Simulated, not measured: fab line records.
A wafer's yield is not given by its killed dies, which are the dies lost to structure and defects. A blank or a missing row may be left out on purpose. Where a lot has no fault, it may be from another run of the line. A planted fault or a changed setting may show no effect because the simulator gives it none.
Chamber matching    flow n5Finfet    N5_BEOL_M0_ETCH_128 on rieDiel-01 has 4 sister chambers
The step etches SiCN in CF4/N2, target depth 12 nm, overetch 5.1 nm, time 21.4 s. 4 wafers are shown with their chamber, then 7 later ones without.

## WAFERS WITH THEIR CHAMBER
wafer   chamber  showerheadPlenumPTorr (Torr)
L084.1  3        2.17
L084.3  0        2.33
L084.5  1        2.30
L090.5  2        2.27

## WAFERS WITHOUT THEIR CHAMBER
wafer   showerheadPlenumPTorr (Torr)
L090.6  2.16
L093.2  2.32
L093.4  2.26
L093.6  2.29
L096.1  2.26
L096.3  2.31
L096.4  2.28

## WHICH CHAMBER EACH ONE RAN IN
wafer   from the rows above      in truth
L090.6  3                        3
L093.2  can't be placed: 0 or 1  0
L093.4  2                        2
L093.6  can't be placed: 1 or 2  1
L096.1  2                        2
L096.3  can't be placed: 1 or 0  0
L096.4  can't be placed: 2 or 1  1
Placed correctly: 3 of 7. These rows do not allow placing 4 (true chamber among the candidates in 4). Placed wrongly: 0.
How it was worked out, from the rows above alone: a wafer's distance from a chamber is the root of the sum, over the readings, of the square of ((its reading less the chamber's mean) divided by the reading's scatter). The wafer belongs to the nearest chamber; if the next one is less than 2 further off, it can't be placed. For every chamber, the mean is computed from those of its wafers that are shown. The scatter: root of mean squared gap, hidden wafer to nearest shown wafer, with one shown wafer a chamber.
